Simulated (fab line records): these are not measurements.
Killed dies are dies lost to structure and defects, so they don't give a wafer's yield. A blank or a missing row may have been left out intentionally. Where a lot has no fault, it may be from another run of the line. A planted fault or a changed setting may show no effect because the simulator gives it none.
A lot that was struck, set against a sound lot -- flow n5-finfet -- 22 steps out of a route of 1938
Sound: these wafers, L480.1, L480.3, L480.4. The struck wafers were L477.4, L477.5, L477.6. The cause is named last.
At each step with rows: each side's tool, then ch and its chambers, then its first start. Under that, the readings that differ: sound wafers -- struck wafers -- difference of the means -- sigmas: that difference in standard deviations of wafers without a fault.
alike: readings whose means differ by less than 2 such deviations, and words and numbers that are the same on both sides. not compared: withheld readings, readings that some wafer has no value for, bounds like >300 that may hide the same value, and numbers for which the record gives no deviation and whose values overlap.
The two part at a step that has a row with sigmas, a row that says differs or no value, or rows on one side only. Numbers that have no deviation but don't overlap get no sigmas and don't part them. Lack of a reading on every wafer of one side parts them only where that side has two or more wafers.

first, 10 steps without rows for these wafers: N5_FIN_SAQP_DESCUM_21 (chemistry O2, time 7.9 s); N5_FIN_SAQP_ETCH_51 (etches SiARC in CF4, target depth 45.5 nm, time 75.8 s); N5_FIN_SAQP_ETCH_52 (etches SOC in N2/H2, target depth 100 nm, overetch 20 nm, time 150 s); N5_FIN_SAQP_STRIP_53 (strips in N2/H2); N5_FIN_SAQP_HM_OPEN_73 (chemistry CHF3/O2, target SiO2, stops on a-Si, target depth 12 nm, time 16.8 s); N5_FIN_SAQP_STRIP_74 (strips in CHF3/O2); N5_FIN_SAQP_MANDREL_ETCH_22 (etches a-Si in HBr/Cl2, stops on SiNx, target depth 60 nm, bt time 10 s, time 30 s); N5_FIN_SAQP_STRIP_55 (strips in N2/H2); N5_FIN_SAQP_STRIP_23 (strips in SPM, time 750 s); N5_FIN_SAQP_SRD_66 (time 30 s).
N5_FIN_SAQP_RECESS_75: chemistry HF/NH3, target SiO2, target depth 14.4 nm, afs cycles 3, sublimation time 60 s.
  sound on vapor-etch-02 ch 0,1, day 7 03:58; struck on vapor-etch-01 ch 0,1, day 6 12:28
  no value came back on the struck wafers for afs-cycles, drypump-motor-current-A (A), sublimation-temp-c (C), sublimation-time-s (s); on the sound wafers afs-cycles reads 3 3 3
reading,sound,struck,difference,sigmas
model.SiO2_of_FIN_SAQP_HM_DEP_72.thk-nm (nm),0 0 0,11.75 11.9 12.06,+11.90,
then, 8 steps without rows for these wafers: N5_FIN_SAQP_SPACER1_ALD_24 (deposits SiO2, target thk 20.3 nm, pulse time 1 s, purge time 2 s); N5_FIN_SAQP_SPACER1_ETCHBACK_25 (etches SiO2 in CHF3/O2, target depth 24.4 nm, time 12.2 s); N5_FIN_SAQP_MANDREL1_REMOVE_56 (chemistry HBr/Cl2/O2, target a-Si, stops on SiNx, bt time 10 s); N5_FIN_SAQP_ETCH_57 (etches SiNx in CH3F/O2, target depth 32.5 nm, time 46.4 s); N5_FIN_SAQP_ETCH_65 (etches SiO2 in CF4, target depth 4 nm, time 4.4 s); N5_FIN_SAQP_MANDREL_ETCH_58 (etches a-Si in HBr/Cl2, stops on SiNx, target depth 45 nm, bt time 10 s, time 27 s); N5_FIN_SAQP_RECESS_63 (chemistry HF/NH3, target SiO2, target depth 18 nm, afs cycles 3, sublimation time 60 s); N5_FIN_SAQP_COAT_68 (time 60 s, resist thk 100 nm).
N5_FIN_SAQP_ETCH_69: etches SOC in N2/H2, stops on SiNx, target depth 150 nm.
  sound on rie-diel-02 ch 0,2,3, day 7 06:14; struck on rie-diel-04 ch 1,2,3, day 6 14:27
reading,sound,struck,difference,sigmas
model.SiO2_of_FIN_SAQP_HM_DEP_72.thk-nm (nm),0 0 0,11.8 11.9 12.06,+11.9,
  alike: bias-w, chamber-pressure-mTorr, drypump-motor-current-A, oes-product-au, rf-vpp-V, showerhead-plenum-p-Torr, throttle-valve-pct
  not compared: rf-hours-counter-h
then, 1 step without rows for these wafers: N5_FIN_SAQP_ETCH_67 (etches SiNx in CH3F/O2, target depth 30 nm).
N5_PASSIVATION_PROBE_49:
  the record holds rows for the sound wafers here (prober-01, day 18 05:24) but none for the struck ones

WHERE THEY PART
At N5_FIN_SAQP_RECESS_75 first; at N5_PASSIVATION_PROBE_49 last (within this record only).

WHY: the cause the simulator had injected
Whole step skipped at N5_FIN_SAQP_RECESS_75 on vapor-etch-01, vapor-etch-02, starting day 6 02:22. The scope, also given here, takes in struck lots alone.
